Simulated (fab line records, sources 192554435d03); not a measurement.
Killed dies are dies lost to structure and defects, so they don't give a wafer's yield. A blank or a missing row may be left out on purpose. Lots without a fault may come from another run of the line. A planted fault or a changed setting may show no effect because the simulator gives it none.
A struck lot beside a sound one | flow n5_finfet | 36 steps out of a route of 1938
Sound: wafers L549.2, L549.3, L549.6. Struck: wafer L538.3. (L538.6 of the same lot was not struck and is left out.) The cause comes at the end.
At each step with rows: each side's tool, then ch and its chambers, then its first start. Under that, the readings that differ: sound wafers | struck wafers | difference of the means | sigmas: that difference in standard deviations of wafers without a fault.
alike: readings whose means differ by less than 2 such deviations, and words and numbers that are the same on both sides. not compared: withheld readings, readings that some wafer has no value for, bounds like >300 that may hide the same value, and numbers for which the record gives no deviation and whose values overlap.
The two part at a step that has a row with sigmas, a row that says differs or no value, or rows on one side only. Numbers that don't overlap but have no deviation are shown without sigmas and don't part them. A reading that every wafer of one side lacks parts them only if that side has two wafers or more.

first, 9 steps without rows for these wafers: N5_BEOL_M4_ANNEAL_95 (time 240 s); N5_BEOL_M4_SPUTTER_96 (material Cu, target thk 4.5 nm, time 8.29 s); N5_BEOL_M4_ECD_50 (material Cu, target thk 300 nm); N5_BEOL_M4_ANNEAL_51 (time 90 s); N5_BEOL_M4_CMP_52 (polishes, stops on SiOC, t overpolish 6.8 s, target thk 40 nm); N5_BEOL_M4_PRE_CLEAN_60 (time 15 s); N5_BEOL_M4_CO_CAP_55 (material Co, precursor CCTBA/H2, target thk 2 nm, time 102.1 s); N5_BEOL_M4_PRE_CLEAN_56 (time 15 s); N5_BEOL_M4_DEP_57 (deposits SiCN from 3MS/NH3, target thk 8 nm, time 14 s).
N5_BEOL_M4_RC_MEAS_101:
  sound on prober-02 ch 0, day 13 03:47; struck on prober-01 ch 0, day 10 07:30
  reading   | sound       | struck | difference | sigmas
  VT_N (mV) | 245 247 242 | 252    | +7         | +2
  alike: DIBL_N, DIBL_P, IOFF_N, IOFF_P, ION_N, ION_P, SS_N, SS_P, VT_P
then, 24 steps without rows for these wafers: N5_BEOL_M5_ILD_DEP_00 (deposits SiCOH lowk from DEMS/porogen, target thk 140.64 nm, time 25.9 s); N5_BEOL_M5_CURE_79 (cures SiCOH lowk, time 240 s); N5_BEOL_M5_PECVD_70 (deposits SiO2 from TEOS/O2, target thk 16 nm, time 18 s); N5_BEOL_M5_HM_DEP_02 (deposits TiN, target thk 20 nm); N5_BEOL_M5_COAT_59 (time 60 s, resist thk 60 nm); N5_BEOL_M5_COAT_60 (time 60 s, resist thk 12 nm); N5_BEOL_M5_COAT_71 (time 60 s, resist thk 5 nm); N5_BEOL_M5_COAT_05 (resist thk 30 nm); N5_BEOL_M5_EBR_07; N5_BEOL_M5_SOFTBAKE_06 (time 60 s); N5_BEOL_M5_EXPOSE_08 (exposes mask M5, target cd 28 nm); N5_BEOL_M5_PEB_09 (peb time 60 s); N5_BEOL_M5_DEVELOP_10 (develop time 30 s); N5_BEOL_M5_DESCUM_16 (chemistry O2, time 7 s); N5_BEOL_M5_ETCH_72 (etches underlayer in N2/H2, target depth 6.5 nm, time 5.2 s); N5_BEOL_M5_ETCH_61 (etches SiARC in CF4, target depth 15.6 nm, time 26 s); N5_BEOL_M5_ETCH_62 (etches SOC in N2/H2, target depth 75 nm, overetch 15 nm, time 112.5 s); N5_BEOL_M5_STRIP_63 (strips in N2/H2); N5_BEOL_M5_STRIP_73 (strips in N2/H2); N5_BEOL_M5_STRIP_64 (strips in CF4); N5_BEOL_M5_HM_OPEN_17 (chemistry Cl2/BCl3, target TiN, target depth 20 nm, overetch 6 nm); N5_BEOL_M5_STRIP_19 (strips in O2); N5_BEOL_M5_COAT_65 (time 60 s, resist thk 60 nm); N5_BEOL_M5_COAT_66 (time 60 s, resist thk 12 nm).
-- the record jumps here: 4 days lie between the struck wafers' starts before and after (it left off in module BEOL_M5 and takes up again in module PASSIVATION, whose first step shown is number 1930 of the route) --
N5_PASSIVATION_ETCH_54: etches SiO2 in CHF3/O2, target depth 880 nm, time 440 s.
  sound on rie_diel-01 ch 1,3, day 17 10:43; struck on rie_diel-06 ch 0, day 14 11:46
  reading                                 | sound             | struck | difference | sigmas
  model.etch.depth_nm (nm)                | 884.2 874.8 871.3 | 776.9  | -99.9      |
  model.PASSIVATION.feature_depth_nm (nm) | 884.2 874.8 871.2 | 776.8  | -99.9      |
  alike: drypump_motor_current_A, oes_ar_750_au, oes_product_au, rf_vpp_V, showerhead_plenum_p_Torr, throttle_valve_pct
  not compared: rf_fwd_power_W, rf_hours_counter_h
N5_PASSIVATION_PROBE_49:
  the record has rows for the struck wafers here (prober-02, day 14 14:46) and none for the sound ones

WHERE THEY PART
First at N5_BEOL_M4_RC_MEAS_101; last, within this record, at N5_PASSIVATION_PROBE_49.

WHY: what the simulator had put in
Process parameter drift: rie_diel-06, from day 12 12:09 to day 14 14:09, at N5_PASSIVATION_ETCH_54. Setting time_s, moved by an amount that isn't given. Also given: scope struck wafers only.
